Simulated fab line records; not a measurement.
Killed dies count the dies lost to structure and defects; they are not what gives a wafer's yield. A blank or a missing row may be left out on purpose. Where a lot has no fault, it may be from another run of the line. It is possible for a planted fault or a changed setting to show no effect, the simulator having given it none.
Comparing a struck lot with a sound one :: flow nand harc :: 22 out of 1302 route steps
Sound: these wafers, L242.3, L242.4, L242.5. Wafers struck: L243.2, L243.3, L243.5. The cause is given at the end.
At each step with rows: each side's tool, then ch and its chambers, then its first start. Under that, the readings that differ: sound wafers :: struck wafers :: difference of the means :: sigmas: that difference in standard deviations of wafers without a fault.
alike: readings with means less than 2 such deviations apart, plus words and numbers identical on both sides. not compared: withheld readings, readings lacking a value on some wafer, bounds such as >300 that could conceal the same value, and numbers that have no deviation in the record and whose values overlap.
The two part at a step that has a row with sigmas, a row that says differs or no value, or rows on one side only. Numbers that don't overlap but have no deviation are shown without sigmas and don't part them. Lack of a reading on every wafer of one side parts them only where that side has two or more wafers.

NHARC_P_CONTACT_DEP_30: deposits SiNx, target thk 30 nm.
  sound on pecvd-02 ch 0,1,2, day 8 02:03; struck on pecvd-03 ch 0,2, day 8 03:01
  alike: heater power w
NHARC_P_CONTACT_DEP_00: deposits SiO2, target thk 500 nm.
  sound on pecvd-02 ch 0,1,2; struck on pecvd-03 ch 0,2, day 8 03:22
  alike: heater power w, showerhead vpp V, throttle valve pct
NHARC_P_CONTACT_CMP_01: polishes SiO2, target thk 200 nm.
  sound on cmp-03 ch 0,2, day 8 02:47; struck on cmp-04 ch 0,1, day 8 03:55
  alike: motor current A
then, 8 steps without rows for these wafers: NHARC_P_CONTACT_SRD_03; NHARC_P_CONTACT_DEHYDRATE_04 (time 120 s); NHARC_P_CONTACT_HMDS_05 (time 30 s); NHARC_P_CONTACT_COAT_33 (time 75 s); NHARC_P_CONTACT_COAT_34 (time 65 s); NHARC_P_CONTACT_COAT_06 (resist thk 90 nm); NHARC_P_CONTACT_SOFTBAKE_07 (time 55 s); NHARC_P_CONTACT_EBR_08.
NHARC_P_CONTACT_EXPOSE_09: exposes mask P CA, target cd 90 nm.
  sound on arfi scanner-03 ch 0, day 8 03:29; struck on arfi scanner-03 ch 0, day 8 04:28
reading: mask
sound: P_CA#0 P_CA#0 P_CA#0
struck: P_CA_R1#0 P_CA_R1#0 P_CA_R1#0
difference: differs
sigmas: 
  alike: reticle temp C
then, 2 steps without rows for these wafers: NHARC_P_CONTACT_PEB_10 (peb time 65 s); NHARC_P_CONTACT_DEVELOP_11 (develop time 35 s).
NHARC_P_CONTACT_CD_MEAS_12 targets a cd of 90 nm.
  sound on cd sem-01 ch 0, day 8 03:38; struck on cd sem-03 ch 0, day 8 04:37
reading: cd nm (nm)
sound: 89.5 91.0 89.6
struck: 94.0 93.3 93.5
difference: +3.6
sigmas: +5
NHARC_P_CONTACT_OVL_MEAS_13:
  struck on overlay-02, day 8 04:42; sound on overlay-01, day 8 03:43
reading: overlay x nm (nm)
sound: -1.6 -1.2 -1.5
struck: 0.7 0.8 0.6
difference: +2.1
sigmas: +3
  alike: overlay y nm
NHARC_P_CONTACT_INSPECT_14:
  struck on defect inspect-01, day 8 04:44; sound on defect inspect-01, day 8 03:45
  alike: raw defect count
NHARC_P_CONTACT_DESCUM_17: chemistry O2, time 3 s.
  sound on rie diel-07 ch 1,2,3, day 8 03:49; struck on rie diel-10 ch 0,2, day 8 04:47
reading: model.P_CONTACT.cd nm (nm)
sound: 89.01 89.88 89.29
struck: 94.11 94.42 93.05
difference: +4.47
sigmas: 
  alike: drypump motor current A, oes product au, rf vpp V, showerhead plenum p Torr, throttle valve pct
  not compared: rf hours counter h
NHARC_P_CONTACT_ETCH_35: etches the open film in CF4, target depth 39 nm, time 65 s.
  sound on rie diel-07 ch 2,3, day 8 03:53; struck on rie diel-10 ch 1,2, day 8 04:53
  alike: bias w, drypump motor current A, oes product au, rf vpp V, showerhead plenum p Torr, throttle valve pct
  not compared: rf hours counter h
NHARC_P_CONTACT_ETCH_36: etches the open film in N2/H2, target depth 260 nm, time 406.25 s.
  sound: rie diel-07 ch 2,3; struck: rie diel-10 ch 0,2,3
reading: model.P_CONTACT.cd nm (nm)
sound: 87.99 88.96 88.08
struck: 93.69 94.48 93.48
difference: +5.54
sigmas: 
  alike: bias w, drypump motor current A, oes product au, rf vpp V, showerhead plenum p Torr, throttle valve pct
  not compared: rf hours counter h
NHARC_P_CONTACT_ETCH_18: etches the open film in C4F8/O2/Ar, target depth 481 nm, time 240.5 s.
  sound: rie diel-07 ch 0,1,3; struck: rie diel-10 ch 0,2,3
  alike: bias w, oes product au, rf vpp V
  not compared: rf hours counter h
NHARC_END_SORT_01:
  the record has rows for the sound wafers here (prober-02 ch 0, day 26 12:16) and none for the struck ones

== WHERE THEY PART ==
First at NHARC_P_CONTACT_EXPOSE_09; last, within this record, at NHARC_END_SORT_01.

WHY: the cause the simulator had injected
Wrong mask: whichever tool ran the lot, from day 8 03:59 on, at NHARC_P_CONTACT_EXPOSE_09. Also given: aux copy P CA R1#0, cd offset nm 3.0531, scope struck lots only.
